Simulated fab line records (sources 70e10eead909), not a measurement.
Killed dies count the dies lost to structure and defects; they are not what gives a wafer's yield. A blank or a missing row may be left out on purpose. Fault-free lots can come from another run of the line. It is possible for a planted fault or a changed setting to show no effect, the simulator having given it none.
fab line records -- flow nand-harc -- part 1 of 2: steps 1 to 28 of 36
[record] lots = 5, wafers = 15, last-day = 32
route steps=1302 shown P_M1@303 P_M2@318
lots that met no fault: taken from a fault-free run of the same line
start-h: start of the lot's first displayed wafer, in hours after the record's first day -- wait-h: how many hours have passed since the lot's step before this one -- " the same as in the row above -- L1.1+2: one row covering several wafers at once -- - value missing, or start not given -- * or withheld: withheld -- < > ~ a bound
route shown NAME@n: NAME is a module with steps in the file, n the number in the route of the first one -- usual: mean and standard deviation over wafers with no fault -- same: alike in all rows -- chamber/n: place in a boat -- sites: the reading at each site -- _std_site: the standard deviation of these -- _edge_site: inner sites' mean taken away from outer sites' mean -- radius-mm: how far each site lies from the wafer's centre -- mask NAME#n: copy n -- behind: the most recent tool/chamber to have shaped the wafer -- hold: why the lot went on hold/how many hours it stayed there/how the hold came to an end -- device: names the non-switching transistor (n, p or np) -- end of line: at the end of the route, the tests of the same wafers -- for a step that has no rows: nothing shown but its recipe -- killed: at the first sort, the dies lost to defects and structure; wafer yield is something else -- map: a wafer's dies, x killed, . not, _ none there
set.NAME: the run value of the setting; set.NAME@STEP: its run value at that earlier step -- model.NAME: the simulator's own value behind a step, which no gauge read
lots at selected steps of the route; one table per step, one row per wafer
services: when a tool's chamber went out of use (start-h, in hours from the record's first day, below 0 if earlier), for how many hours, and the reason
[[steps]]
[step NHARC_P_M1_ETCH_28]
[recipe] target-depth-a = 300, over-etch-frac = 0.3, time-s = 72.99, ion-energy-ev = 150, cf4-flow-sccm = 50, n2-flow-sccm = 100, ar-flow-sccm = 150, rf-w = 300, bias-w = 100, chemistry = CF4/N2
[usual] drypump-motor-current-A = 6.0/0.42, oes-product-au = 1.001/0.011, rf-vpp-V = 314.2/2, showerhead-plenum-p-Torr = 2.63/0.099, throttle-valve-pct = 19.794/0.0087
[same] time-s = 72.99
lot.wafer,tool,chamber,start-h,wait-h,drypump-motor-current-A,oes-product-au,rf-hours-counter-h,rf-vpp-V,showerhead-plenum-p-Torr,throttle-valve-pct
L079.2,rie-diel-08,0,-,-,5.5,1.008,12,311.7,2.47,19.792
L079.4,rie-diel-08,2,-,-,5.6,1.006,11,314.3,2.61,19.807
L079.1,rie-diel-08,3,-,-,6.3,1.013,11,318.6,2.81,19.801
L080.2,rie-diel-08,1,-,-,6.2,1.007,14,313.7,2.54,19.815
L080.1,rie-diel-08,2,-,-,5.6,0.993,12,316.6,2.61,19.794
L080.3,rie-diel-08,3,-,-,6.4,1.012,13,317.4,2.81,19.790
L081.4,rie-diel-04,1,-,-,5.7,0.990,1,315.7,2.67,19.806
L081.6,rie-diel-04,3,-,-,5.6,1.012,-,310.8,2.48,19.804
L081.5,rie-diel-04,0,-,-,6.6,1.017,-,316.1,2.69,19.794
L088.1,rie-diel-08,1,-,-,6.2,0.989,7,313.5,2.53,19.799
L088.4,rie-diel-08,0,-,-,5.5,0.989,7,312.6,2.46,19.804
L088.6,rie-diel-08,2,-,-,5.6,0.988,-,313.9,2.60,19.790
L093.2,rie-diel-06,2,-,-,6.7,1.000,0,313.9,2.62,19.814
L093.1,rie-diel-06,0,-,-,5.7,0.998,0,315.8,2.67,19.778
L093.4,rie-diel-06,1,-,-,5.5,0.983,0,315.2,2.74,19.791
[step NHARC_P_M1_STRIP_19]
[recipe] time-s = 600, temp-c = 30, chemistry = post-etch-residue-remover
[same] time-s = 600
lot.wafer,tool,chamber,start-h,wait-h
L079.1+4+2,wet-bench-08,"7,1,3",173.37,-
L080.3+2+1,wet-bench-10,"3,4,6",189.78,-
L081.6+5+4,wet-bench-10,"7,0,3",197.51,-
L088.6+1+4,wet-bench-08,"0,1,3",279.20,-
L093.4+1+2,wet-bench-10,"1,2,4",322.64,-
[step NHARC_P_M1_DEGAS_29]
[recipe] temp-c = 250, time-s = 60
[usual] heater-power-w = 342/30, susceptor-temp-C = 250.02/0.17
[same] time-s = 60
lot.wafer,tool,chamber,start-h,wait-h,heater-power-w,susceptor-temp-C
L079.4,pvd-sputter-01,-,173.63,-,290,250.15
L079.2,pvd-sputter-01,-,173.63,-,340,250.29
L079.1,pvd-sputter-01,-,173.63,-,349,250.10
L080.2,pvd-sputter-03,-,190.04,-,361,249.82
L080.3,pvd-sputter-03,-,190.04,-,324,249.93
L080.1,pvd-sputter-03,-,190.04,-,358,249.94
L081.4,pvd-sputter-02,-,197.79,-,320,250.12
L081.5,pvd-sputter-02,-,197.79,-,347,249.92
L081.6,pvd-sputter-02,-,197.79,-,313,249.99
L088.4,pvd-sputter-03,-,279.48,-,338,250.24
L088.1,pvd-sputter-03,-,279.48,-,359,250.33
L088.6,pvd-sputter-03,-,279.48,-,364,250.06
L093.4,pvd-sputter-03,-,322.94,-,362,249.99
L093.1,pvd-sputter-03,-,322.94,-,319,249.75
L093.2,pvd-sputter-03,-,322.94,-,340,250.32
[step NHARC_P_M1_PRE_CLEAN_30]
[recipe] time-s = 30, temp-c = 280, gas = H2/He
[usual] heater-power-w = 420/39, susceptor-temp-C = 280.01/0.2
[same] time-s = 30
lot.wafer,tool,chamber,start-h,wait-h,heater-power-w,susceptor-temp-C
L079.1,pvd-sputter-01,-,-,-,391,280.02
L079.2,pvd-sputter-01,-,-,-,423,279.84
L079.4,pvd-sputter-01,-,-,-,368,280.38
L080.2,pvd-sputter-03,-,-,-,420,279.96
L080.3,pvd-sputter-03,-,-,-,443,280.12
L080.1,pvd-sputter-03,-,-,-,394,279.94
L081.4,pvd-sputter-02,-,-,-,387,279.75
L081.5,pvd-sputter-02,-,-,-,430,279.70
L081.6,pvd-sputter-02,-,-,-,386,279.81
L088.1,pvd-sputter-03,-,-,-,412,280.10
L088.4,pvd-sputter-03,-,-,-,425,280.14
L088.6,pvd-sputter-03,-,-,-,441,280.14
L093.1,pvd-sputter-03,-,-,-,392,280.29
L093.4,pvd-sputter-03,-,-,-,419,279.95
L093.2,pvd-sputter-03,-,-,-,451,279.84
[step NHARC_P_M1_PVD_20]
[recipe] target-thk-a = 50, bias-v = 168.6, power-w = 15000, chamber-pressure-pa = 0.12, time-s = 8.06, substrate-temp-c = 50, material = TaN
[usual] throttle-valve-pct = 30.8/0.92
[same] time-s = 8.06
lot.wafer,tool,chamber,start-h,wait-h,throttle-valve-pct
L079.1,pvd-sputter-01,-,-,-,32.4
L079.4,pvd-sputter-01,-,-,-,31.0
L079.2,pvd-sputter-01,-,-,-,29.8
L080.1,pvd-sputter-03,-,-,-,30.7
L080.3,pvd-sputter-03,-,-,-,29.8
L080.2,pvd-sputter-03,-,-,-,30.2
L081.4,pvd-sputter-02,-,-,-,30.0
L081.5,pvd-sputter-02,-,-,-,30.9
L081.6,pvd-sputter-02,-,-,-,30.2
L088.4,pvd-sputter-03,-,-,-,30.3
L088.1,pvd-sputter-03,-,-,-,30.5
L088.6,pvd-sputter-03,-,-,-,30.2
L093.1,pvd-sputter-03,-,-,-,32.3
L093.4,pvd-sputter-03,-,-,-,31.0
L093.2,pvd-sputter-03,-,-,-,30.7
[step NHARC_P_M1_PVD_21]
[recipe] target-thk-a = 300, chamber-pressure-pa = 5, power-w = 5000, substrate-temp-c = 30, time-s = 20.49, material = Cu
[usual] throttle-valve-pct = 30.8/0.89
[same] time-s = 20.49
lot.wafer,tool,chamber,start-h,wait-h,throttle-valve-pct
L079.1,pvd-sputter-01,-,-,-,31.1
L079.4,pvd-sputter-01,-,-,-,29.8
L079.2,pvd-sputter-01,-,-,-,30.1
L080.2,pvd-sputter-03,-,-,-,30.2
L080.1,pvd-sputter-03,-,-,-,30.5
L080.3,pvd-sputter-03,-,-,-,29.9
L081.4,pvd-sputter-02,-,-,-,31.7
L081.5,pvd-sputter-02,-,-,-,30.6
L081.6,pvd-sputter-02,-,-,-,30.0
L088.4,pvd-sputter-03,-,-,-,30.3
L088.1,pvd-sputter-03,-,-,-,30.0
L088.6,pvd-sputter-03,-,-,-,32.2
L093.1,pvd-sputter-03,-,-,-,30.5
L093.4,pvd-sputter-03,-,-,-,30.7
L093.2,pvd-sputter-03,-,-,-,30.0
[step NHARC_P_M1_ECD_22]
[recipe] target-thk-a = 4000, bath-temp-c = 25, material = Cu
lot.wafer,tool,chamber,start-h,wait-h
L079.1+2+4,ecd-cu-01,"1,0,0",173.99,-
L080.1+2+3,ecd-cu-02,"0,1,0",190.40,-
L081.4+5+6,ecd-cu-02,"1,0,1",198.29,-
L088.1+4+6,ecd-cu-01,"0,1,1",279.88,-
L093.2+1+4,ecd-cu-01,"0,1,0",323.29,-
[step NHARC_P_M1_ANNEAL_31]
[recipe] temp-c = 225, time-s = 90
[usual] wafer_temp_C_max = 226.2/0.57
[same] time-s = 90
lot.wafer,tool,chamber,start-h,wait-h,wafer_temp_C_max
L079.1,rtp-anneal-02,0,174.37,0.3,226.7
L079.2,rtp-anneal-02,0,174.37,0.3,227.1
L079.4,rtp-anneal-02,0,174.37,0.3,226.2
L080.1,rtp-anneal-01,0,190.77,-,225.6
L080.2,rtp-anneal-01,0,190.77,-,225.7
L080.3,rtp-anneal-01,0,190.77,-,225.7
L081.4,rtp-anneal-02,0,198.68,-,227.0
L081.5,rtp-anneal-02,0,198.68,-,227.1
L081.6,rtp-anneal-02,0,198.68,-,226.7
L088.1,rtp-anneal-02,0,280.21,0.3,226.6
L088.4,rtp-anneal-02,0,280.21,0.3,226.9
L088.6,rtp-anneal-02,0,280.21,0.3,226.4
L093.1,rtp-anneal-01,0,323.70,-,225.3
L093.2,rtp-anneal-01,0,323.70,-,225.7
L093.4,rtp-anneal-01,0,323.70,-,225.4
[step NHARC_P_M1_CMP_23]
[recipe] t-overpolish-s = 20, target-thk-nm = 157.82
[usual] motor-current-A = 11.3/0.95, slurry-flow-ml-min = 149.9/0.46, time-to-endpoint-s = 27.5/2.6
lot.wafer,tool,chamber,start-h,wait-h,motor-current-A,slurry-flow-ml-min,time-to-endpoint-s
L079.1,cmp-04,3,174.72,-,10.4,149.5,28.7
L079.2,cmp-04,1,174.72,-,11.4,150.5,28.5
L079.4,cmp-04,2,174.72,-,12.4,149.3,30.7
L080.1,cmp-02,3,191.12,-,13.5,150.2,30.3
L080.3,cmp-02,0,191.12,-,10.3,149.2,27.3
L080.2,cmp-02,2,191.12,-,12.2,150.2,24.1
L081.4,cmp-04,2,198.95,-,12.3,150.5,28.5
L081.6,cmp-04,3,198.95,-,10.2,150.8,28.7
L081.5,cmp-04,0,198.95,-,9.7,150.0,28.4
L088.1,cmp-02,2,280.92,-,11.7,150.2,22.5
L088.4,cmp-02,3,280.92,-,13.5,150.3,28.7
L088.6,cmp-02,0,280.92,-,10.8,149.9,28.5
L093.2,cmp-01,2,324.04,-,11.1,150.5,29.1
L093.4,cmp-01,0,324.04,-,11.7,149.7,28.8
L093.1,cmp-01,1,324.04,-,12.1,149.6,29.4
[step NHARC_P_M1_THK_MEAS_24]
[recipe] thk-meas-gauge = xrf
[usual] thk-nm = 157.5/1.4
lot.wafer,tool,chamber,start-h,wait-h,thk-nm
L079.1,film-metro-01,-,175.03,-,160.3
L079.2,film-metro-01,-,175.03,-,157.5
L079.4,film-metro-01,-,175.03,-,158.1
L080.1,film-metro-01,-,191.43,-,157.7
L080.2,film-metro-01,-,191.43,-,156.3
L080.3,film-metro-01,-,191.43,-,157.9
L081.4,film-metro-01,-,199.18,-,158.2
L081.5,film-metro-01,-,199.18,-,155.7
L081.6,film-metro-01,-,199.18,-,157.1
L088.1,film-metro-02,-,281.18,-,155.3
L088.4,film-metro-02,-,281.18,-,157.6
L088.6,film-metro-02,-,281.18,-,157.3
L093.1,film-metro-01,-,324.35,-,157.5
L093.2,film-metro-01,-,324.35,-,158.3
L093.4,film-metro-01,-,324.35,-,158.3
[step NHARC_P_M1_SRD_25]
lot.wafer,tool,chamber,start-h,wait-h
L079.1+4+2,wet-bench-10,"4,5,0",175.07,0.0
L080.2+1+3,wet-bench-10,"4,6,7",191.48,0.0
L081.4+5+6,wet-bench-10,"7,1,2",199.22,0.0
L088.4+1+6,wet-bench-10,"4,5,6",281.23,0.1
L093.4+1+2,wet-bench-08,"3,6,0",324.41,0.1
[step NHARC_P_M1_INSPECT_27]
[usual] raw-defect-count = 314/110
lot.wafer,tool,chamber,start-h,wait-h,raw-defect-count
L079.1,defect-inspect-01,-,175.19,0.0,276
L079.2,defect-inspect-01,-,175.19,0.0,263
L079.4,defect-inspect-01,-,175.19,0.0,306
L080.1,defect-inspect-02,-,191.59,0.0,351
L080.2,defect-inspect-02,-,191.59,0.0,316
L080.3,defect-inspect-02,-,191.59,0.0,331
L081.4,defect-inspect-01,-,199.34,0.0,246
L081.5,defect-inspect-01,-,199.34,0.0,352
L081.6,defect-inspect-01,-,199.34,0.0,223
L088.1,defect-inspect-02,-,281.33,0.0,328
L088.4,defect-inspect-02,-,281.33,0.0,294
L088.6,defect-inspect-02,-,281.33,0.0,146
L093.1,defect-inspect-02,-,324.53,0.0,244
L093.2,defect-inspect-02,-,324.53,0.0,450
L093.4,defect-inspect-02,-,324.53,0.0,608
[step NHARC_P_M1_PRE_CLEAN_32]
[recipe] time-s = 12, temp-c = 370, rf-power-w = 300, gas = NH3
[usual] heater-power-outer-w = 363/66, heater-power-w = 636/100, susceptor-temp-C = 369.95/0.21
[same] time-s = 12
lot.wafer,tool,chamber,start-h,wait-h,heater-power-outer-w,heater-power-w,since-wet-clean-h,susceptor-temp-C
L079.2,pecvd-04,0,175.26,0.1,460,738,67,370.20
L079.1,pecvd-04,1,175.26,0.1,438,747,67,369.84
L079.4,pecvd-04,0,175.26,0.1,460,719,-,370.09
L080.1,pecvd-01,0,191.66,0.1,361,701,49,370.11
L080.3,pecvd-01,1,191.66,0.1,373,680,49,370.23
L080.2,pecvd-01,2,191.66,0.1,233,434,49,369.98
L081.4,pecvd-03,0,199.44,0.1,302,509,-,369.87
L081.6,pecvd-03,1,199.44,0.1,373,643,-,369.91
L081.5,pecvd-03,2,199.44,0.1,383,676,-,370.07
L088.1,pecvd-03,0,281.43,0.1,299,502,83,369.84
L088.4,pecvd-03,1,281.43,0.1,373,654,-,369.91
L088.6,pecvd-03,2,281.43,0.1,376,692,-,369.89
L093.2,pecvd-01,2,324.59,0.1,236,453,1,370.07
L093.1,pecvd-01,1,324.59,0.1,283,540,1,370.23
L093.4,pecvd-01,1,324.59,0.1,274,533,-,370.26
[step NHARC_P_M1_DEP_33]
[recipe] target-thk-a = 300, temp-c = 370, target-thk-nm = 30, pressure-torr = 3, flow-sccm = 200, rf-w = 450, material = SiCN
[usual] heater-power-outer-w = 328/64, heater-power-w = 589/100, susceptor-temp-C = 370.01/0.22
lot.wafer,tool,chamber,start-h,wait-h,heater-power-outer-w,heater-power-w,since-wet-clean-h,susceptor-temp-C
L079.2,pecvd-04,0,175.34,0.1,409,678,67,369.97
L079.1,pecvd-04,1,175.34,0.1,354,643,67,370.22
L079.4,pecvd-04,0,175.34,0.1,410,657,-,370.01
L080.1,pecvd-01,0,191.74,0.1,381,682,49,369.69
L080.3,pecvd-01,1,191.74,0.1,331,602,49,370.39
L080.2,pecvd-01,2,191.74,0.1,195,378,49,370.40
L081.4,pecvd-03,0,199.61,0.2,257,463,-,369.69
L081.6,pecvd-03,1,199.61,0.2,321,570,-,370.24
L081.5,pecvd-03,2,199.61,0.2,355,655,-,370.24
L088.1,pecvd-03,0,281.57,0.1,270,463,83,370.32
L088.4,pecvd-03,1,281.57,0.1,351,617,-,370.03
L088.6,pecvd-03,2,281.57,0.1,353,676,-,369.73
L093.2,pecvd-01,2,324.67,0.1,234,436,1,370.02
L093.1,pecvd-01,1,324.67,0.1,304,560,1,370.12
L093.4,pecvd-01,1,324.67,0.1,299,555,-,369.94
[step NHARC_P_M2_DEP_00]
[recipe] target-thk-a = 1825, target-thk-nm = 182.5, temp-c = withheld, pressure-torr = 5, flow-sccm = 200, rf-w = 600, material = SiOC
lot.wafer,tool,chamber,start-h,wait-h,since-wet-clean-h
L079.2,pecvd-03,1,175.80,-,158
L079.1,pecvd-03,2,175.80,-,158
L079.4,pecvd-03,0,175.80,-,-
L080.2,pecvd-01,1,-,-,49
L080.1,pecvd-01,2,-,-,49
L080.3,pecvd-01,0,-,-,49
L081.5,pecvd-04,2,200.04,-,-
L081.6,pecvd-04,0,200.04,-,-
L081.4,pecvd-04,1,200.04,-,-
L088.1,pecvd-03,1,-,-,83
L088.6,pecvd-03,2,-,-,-
L088.4,pecvd-03,1,-,-,-
L093.2,pecvd-03,2,325.12,-,127
L093.1,pecvd-03,1,325.12,-,127
L093.4,pecvd-03,1,325.12,-,-
[step NHARC_P_M2_DEHYDRATE_01]
[recipe] temp-c = 150, time-s = 120
[same] time-s = 120
lot.wafer,tool,chamber,start-h,wait-h
L079.1+2+4,litho-track-01,0,176.16,-
L080.1+2+3,litho-track-06,0,192.54,-
L081.4+5+6,litho-track-04,0,200.31,-
L088.1+4+6,litho-track-04,0,282.28,-
L093.1+2+4,litho-track-01,0,325.53,-
[step NHARC_P_M2_HMDS_02]
[recipe] time-s = 30
[same] time-s = 30
lot.wafer,tool,chamber,start-h,wait-h
L079.1+2+4,litho-track-01,0,-,-
L080.1+2+3,litho-track-06,0,-,-
L081.4+5+6,litho-track-04,0,-,-
L088.1+4+6,litho-track-04,0,-,-
L093.1+2+4,litho-track-01,0,-,-
[step NHARC_P_M2_COAT_34]
[recipe] temp-c = 200, time-s = 65
[same] time-s = 65
lot.wafer,tool,chamber,start-h,wait-h
L079.1+2+4,litho-track-01,0,-,-
L080.1+2+3,litho-track-06,0,-,-
L081.4+5+6,litho-track-04,0,-,-
L088.1+4+6,litho-track-04,0,-,-
L093.1+2+4,litho-track-01,0,-,-
[step NHARC_P_M2_COAT_03]
[recipe] spin-rpm = 1500, resist-thk-nm = 90
lot.wafer,tool,chamber,start-h,wait-h
L079.1+2+4,litho-track-01,0,-,-
L080.1+2+3,litho-track-06,0,-,-
L081.4+5+6,litho-track-04,0,-,-
L088.1+4+6,litho-track-04,0,-,-
L093.1+2+4,litho-track-01,0,-,-
[step NHARC_P_M2_SOFTBAKE_04]
[recipe] temp-c = 105, time-s = 55
[same] time-s = 55
lot.wafer,tool,chamber,start-h,wait-h
L079.1+2+4,litho-track-01,0,-,-
L080.1+2+3,litho-track-06,0,-,-
L081.4+5+6,litho-track-04,0,-,-
L088.1+4+6,litho-track-04,0,-,-
L093.1+2+4,litho-track-01,0,-,-
[step NHARC_P_M2_EBR_05]
lot.wafer,tool,chamber,start-h,wait-h
L079.1+2+4,litho-track-01,0,-,-
L080.1+2+3,litho-track-06,0,-,-
L081.4+5+6,litho-track-04,0,-,-
L088.1+4+6,litho-track-04,0,-,-
L093.1+2+4,litho-track-01,0,-,-
[step NHARC_P_M2_EXPOSE_06]
[recipe] na = 1.35, target-cd-nm = 170, dose-mj = 80.78, mask-id = P_M2
lot.wafer,tool,chamber,start-h,wait-h,mask
L079.1+2+4,arfi-scanner-03,0,176.44,-,P_M2#0
L080.1+2+3,arfi-scanner-03,0,192.70,-,P_M2#0
L081.4+5+6,arfi-scanner-02,0,200.61,-,P_M2#0
L088.1+4+6,arfi-scanner-02,0,282.57,-,P_M2#0
L093.1+2+4,arfi-scanner-01,0,325.69,-,P_M2#0
[step NHARC_P_M2_PEB_07]
[recipe] peb-temp-c = 100, peb-time-s = 65
lot.wafer,tool,chamber,start-h,wait-h
L079.1+2+4,litho-track-01,0,176.50,0.1
L080.1+2+3,litho-track-01,0,192.76,0.1
L081.4+5+6,litho-track-06,0,200.66,0.0
L088.1+4+6,litho-track-01,0,282.63,0.1
L093.1+2+4,litho-track-04,0,325.75,0.1
[step NHARC_P_M2_DEVELOP_08]
[recipe] develop-time-s = 35, dev-temp-c = 23
[same] develop-time-s = 35
lot.wafer,tool,chamber,start-h,wait-h
L079.1+2+4,litho-track-01,0,-,-
L080.1+2+3,litho-track-01,0,-,-
L081.4+5+6,litho-track-06,0,-,-
L088.1+4+6,litho-track-01,0,-,-
L093.1+2+4,litho-track-04,0,-,-
[step NHARC_P_M2_CD_MEAS_09]
[recipe] target-cd-nm = 170, landing-energy-ev = 500
[usual] cd-nm = 170.3/0.62
lot.wafer,tool,chamber,start-h,wait-h,cd-nm
L079.1,cd-sem-01,0,176.58,-,170.7
L079.2,cd-sem-01,0,176.58,-,170.5
L079.4,cd-sem-01,0,176.58,-,169.5
L080.1,cd-sem-03,0,192.84,-,170.6
L080.2,cd-sem-03,0,192.84,-,170.5
L080.3,cd-sem-03,0,192.84,-,171.3
L081.4,cd-sem-02,0,200.75,-,170.3
L081.5,cd-sem-02,0,200.75,-,170.2
L081.6,cd-sem-02,0,200.75,-,170.1
L088.1,cd-sem-01,0,282.71,-,171.1
L088.4,cd-sem-01,0,282.71,-,170.2
L088.6,cd-sem-01,0,282.71,-,171.1
L093.1,cd-sem-01,0,325.83,-,170.0
L093.2,cd-sem-01,0,325.83,-,169.5
L093.4,cd-sem-01,0,325.83,-,169.4
[step NHARC_P_M2_OVL_MEAS_10]
[recipe] pitch-nm = 340
[usual] overlay-x-nm = 0.2/0.79, overlay-y-nm = -0.2/0.75
lot.wafer,tool,chamber,start-h,wait-h,overlay-x-nm,overlay-y-nm
L079.1,overlay-02,-,176.67,-,-1.1,0.2
L079.2,overlay-02,-,176.67,-,-1.3,0.7
L079.4,overlay-02,-,176.67,-,-1.8,0.5
L080.1,overlay-01,-,192.93,-,0.5,0.2
L080.2,overlay-01,-,192.93,-,0.5,0.0
L080.3,overlay-01,-,192.93,-,0.2,-0.3
L081.4,overlay-02,-,200.83,-,0.3,0.8
L081.5,overlay-02,-,200.83,-,1.2,0.2
L081.6,overlay-02,-,200.83,-,1.2,0.2
L088.1,overlay-02,-,282.79,-,0.1,0.1
L088.4,overlay-02,-,282.79,-,0.1,0.2
L088.6,overlay-02,-,282.79,-,0.4,0.3
L093.1,overlay-02,-,325.92,-,-0.2,0.4
L093.2,overlay-02,-,325.92,-,-0.4,0.1
L093.4,overlay-02,-,325.92,-,-0.1,0.8
[step NHARC_P_M2_INSPECT_11]
[usual] raw-defect-count = 4.7/2.8
lot.wafer,tool,chamber,start-h,wait-h,raw-defect-count
L079.1,defect-inspect-01,-,176.71,0.0,6
L079.2,defect-inspect-01,-,176.71,0.0,2
L079.4,defect-inspect-01,-,176.71,0.0,2
L080.1,defect-inspect-02,-,192.96,0.0,2
L080.2,defect-inspect-02,-,192.96,0.0,7
L080.3,defect-inspect-02,-,192.96,0.0,2
L081.4,defect-inspect-02,-,200.86,0.0,4
L081.5,defect-inspect-02,-,200.86,0.0,5
L081.6,defect-inspect-02,-,200.86,0.0,2
L088.1,defect-inspect-01,-,282.83,0.0,5
L088.4,defect-inspect-01,-,282.83,0.0,2
L088.6,defect-inspect-01,-,282.83,0.0,1
L093.1,defect-inspect-01,-,325.96,0.0,10
L093.2,defect-inspect-01,-,325.96,0.0,8
L093.4,defect-inspect-01,-,325.96,0.0,8
[step NHARC_P_M2_DESCUM_14]
[recipe] time-s = 3, o2-flow-sccm = 200, ar-flow-sccm = 0, bias-power-w = 0, chemistry = O2
[usual] drypump-motor-current-A = 5.7/0.48, oes-product-au = 0.995/0.011, rf-vpp-V = 57.7/0.94, showerhead-plenum-p-Torr = 1.93/0.083, throttle-valve-pct = 11.311/0.0079
[same] time-s = 3
lot.wafer,tool,chamber,start-h,wait-h,drypump-motor-current-A,oes-product-au,rf-hours-counter-h,rf-vpp-V,showerhead-plenum-p-Torr,throttle-valve-pct
L079.4,rie-diel-13,1,176.77,0.1,5.4,1.006,0.1,58.1,1.99,11.320
L079.1,rie-diel-13,2,176.77,0.1,5.5,1.000,0.1,57.9,2.00,11.313
L079.2,rie-diel-13,0,176.77,0.1,6.1,1.011,0.1,58.3,1.86,11.300
L080.3,rie-diel-02,0,193.05,0.1,6.6,0.984,12.2,58.4,1.84,11.308
L080.1,rie-diel-02,2,193.05,0.1,6.2,0.988,12.8,58.7,2.05,11.295
L080.2,rie-diel-02,3,193.05,0.1,5.5,0.996,12.6,57.0,1.82,11.305
L081.4,rie-diel-13,3,200.93,0.1,5.1,0.997,1.2,59.0,1.97,11.319
L081.6,rie-diel-13,2,200.93,0.1,5.5,0.993,-,58.5,2.00,11.308
L081.5,rie-diel-13,3,200.93,0.1,5.1,0.995,-,59.2,1.97,11.306
L088.1,rie-diel-13,0,282.90,0.1,6.2,1.001,5.5,56.4,1.86,11.328
L088.4,rie-diel-13,2,282.90,0.1,5.5,0.997,-,58.5,2.00,11.314
L088.6,rie-diel-13,0,282.90,0.1,6.2,1.000,-,57.1,1.86,11.298
L093.1,rie-diel-02,2,326.02,0.1,6.2,0.994,5.8,56.1,2.04,11.314
L093.2,rie-diel-02,3,326.02,0.1,5.4,0.977,5.4,56.0,1.82,11.314
L093.4,rie-diel-02,1,326.02,0.1,4.9,0.992,5.9,58.3,1.86,11.312
